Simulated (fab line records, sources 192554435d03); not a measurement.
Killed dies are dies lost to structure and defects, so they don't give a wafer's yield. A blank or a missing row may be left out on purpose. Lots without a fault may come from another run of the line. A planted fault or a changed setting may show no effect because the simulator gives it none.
A struck lot beside a sound one | flow n5_finfet | 19 steps out of a route of 1938
Sound: wafers L407.2, L407.3, L407.6. Struck: wafers L413.2, L413.5, L413.6. The cause comes at the end.
At each step with rows: each side's tool, then ch and its chambers, then its first start. Under that, the readings that differ: sound wafers | struck wafers | difference of the means | sigmas: that difference in standard deviations of wafers without a fault.
alike: readings whose means differ by less than 2 such deviations, and words and numbers that are the same on both sides. not compared: withheld readings, readings that some wafer has no value for, bounds like >300 that may hide the same value, and numbers for which the record gives no deviation and whose values overlap.
The two part at a step that has a row with sigmas, a row that says differs or no value, or rows on one side only. Numbers that don't overlap but have no deviation are shown without sigmas and don't part them. A reading that every wafer of one side lacks parts them only if that side has two wafers or more.

N5_BEOL_M13_CMP_49: polishes, stops on SiOC, t overpolish 17.1 s, target thk 420 nm.
  sound on cmp-02 ch 0,3, day 12 17:50; struck on cmp-02 ch 1,2, day 14 22:28
  alike: barrier_field_endpoint_s, motor_current_A, overpolish_run_s
N5_BEOL_M13_THK_MEAS_50: measures by xrf.
  sound on film_metro-01, day 12 18:05; struck on film_metro-02, day 14 22:43
  alike: M13_THK
then, 1 step without rows for these wafers: N5_BEOL_M13_PRE_CLEAN_52 (time 15 s).
N5_BEOL_M13_DEP_53: deposits SiCN from 3MS/NH3, target thk 50 nm, time 17.8 s.
  sound on pecvd-01 ch 1,2, day 12 18:09; struck on pecvd-04 ch 0,1,2, day 14 22:47
  alike: showerhead_plenum_p_Torr, throttle_valve_pct
N5_BEOL_M13_RS_MEAS_54: measures by four-point-probe.
  sound on film_metro-02, day 12 18:13; struck on film_metro-01, day 14 22:51
  alike: M13_RS
N5_BEOL_M13_INSPECT_55: inspects for defects (darkfield).
  sound on defect_inspect-01, day 12 18:14; struck on defect_inspect-01, day 14 22:52
  alike: raw_defect_count
N5_BEOL_M14_ILD_DEP_00: deposits SiO2 from TEOS/O2, target thk 1119.3 nm, time 237.4 s.
  sound on pecvd-04 ch 1,2, day 12 18:17; struck on pecvd-01 ch 0,1,2, day 14 22:55
  alike: heater_power_w, showerhead_plenum_p_Torr, susceptor_temp_C, throttle_valve_pct
N5_BEOL_M14_THK_MEAS_01:
  sound on film_metro-01, day 12 18:28; struck on film_metro-02, day 14 23:06
  alike: M14_ILD_THK
then, 4 steps without rows for these wafers: N5_BEOL_M14_COAT_58 (time 60 s, resist thk 89 nm); N5_BEOL_M14_COAT_04 (resist thk 800 nm); N5_BEOL_M14_EBR_06; N5_BEOL_M14_SOFTBAKE_05 (time 60 s).
N5_BEOL_M14_EXPOSE_07: exposes mask V13.
  sound on krf_scanner-02 ch 0, day 12 18:36; struck on krf_scanner-02 ch 0, day 14 23:22
  alike: mask, stage_vel_mm_s
then, 3 steps without rows for these wafers: N5_BEOL_M14_PEB_08 (peb time 90 s); N5_BEOL_M14_DEVELOP_09 (develop time 45 s); N5_BEOL_M14_HARDBAKE_14 (time 120 s).
N5_BEOL_M14_CD_MEAS_10: target cd 250 nm.
  sound on cd_sem-02 ch 0, day 12 18:46; struck on cd_sem-02 ch 0, day 14 23:32
  reading    | sound             | struck            | difference | sigmas
  cd_nm (nm) | 248.6 248.8 251.2 | 247.7 244.7 240.9 | -5.1       | -4
N5_BEOL_M14_OVL_MEAS_11:
  sound on overlay-01 ch 0, day 12 18:48; struck on overlay-02 ch 0, day 14 23:34
  alike: V13_OVL
then, 1 step without rows for these wafers: N5_PASSIVATION_PROBE_49.

WHERE THEY PART
Only at N5_BEOL_M14_CD_MEAS_10, within this record. Later steps at which nothing parts them and some readings are alike: N5_BEOL_M14_OVL_MEAS_11.

WHY: what the simulator had put in
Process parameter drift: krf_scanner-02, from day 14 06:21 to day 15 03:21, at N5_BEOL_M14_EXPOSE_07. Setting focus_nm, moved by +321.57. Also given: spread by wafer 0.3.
